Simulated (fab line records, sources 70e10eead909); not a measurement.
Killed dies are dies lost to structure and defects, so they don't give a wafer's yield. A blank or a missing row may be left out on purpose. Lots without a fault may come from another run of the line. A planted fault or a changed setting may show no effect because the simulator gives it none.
Chamber matching | flow nand_harc | NHARC_A_CONTACT_CMP_20 on cmp-02: 4 sister chambers
The step polishes, t overpolish 30 s, target thk 300 nm. 4 wafers are shown with their chamber, then 8 later ones without.

WAFERS WITH THEIR CHAMBER
wafer  | chamber | motor_current_A (A)
L076.1 | 2       | 10.5
L082.3 | 1       | 10.2
L087.2 | 0       | 13.1
L095.3 | 3       | 11.7

WAFERS WITHOUT THEIR CHAMBER
wafer  | motor_current_A (A)
L095.4 | 10.0
L095.6 | 11.0
L095.1 | 13.1
L095.2 | 11.2
L095.5 | 13.3
L097.2 | 13.2
L097.3 | 9.9
L097.6 | 10.0

WHICH CHAMBER EACH WENT THROUGH
wafer  | from the rows above          | in truth
L095.4 | can't be placed: 1 or 2      | 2
L095.6 | can't be placed: 2 or 3 or 1 | 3
L095.1 | 0                            | 0
L095.2 | can't be placed: 3 or 2 or 1 | 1
L095.5 | 0                            | 0
L097.2 | 0                            | 0
L097.3 | can't be placed: 1 or 2      | 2
L097.6 | can't be placed: 1 or 2      | 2
Placed correctly: 3 of 8. Can't be placed from these rows: 5 (the true chamber is among the candidates in 5). Placed wrongly: 0.
How it was worked out, from the rows above alone: a wafer's distance from a chamber is the root of the sum, over the readings, of the square of ((its reading less the chamber's mean) divided by the reading's scatter). The wafer belongs to the nearest chamber; if the next one is less than 2 further off, it can't be placed. A chamber's mean is the mean of its shown wafers. The scatter: with one shown wafer a chamber, the root of the mean of the squares of how far each hidden wafer lies from its nearest shown one.
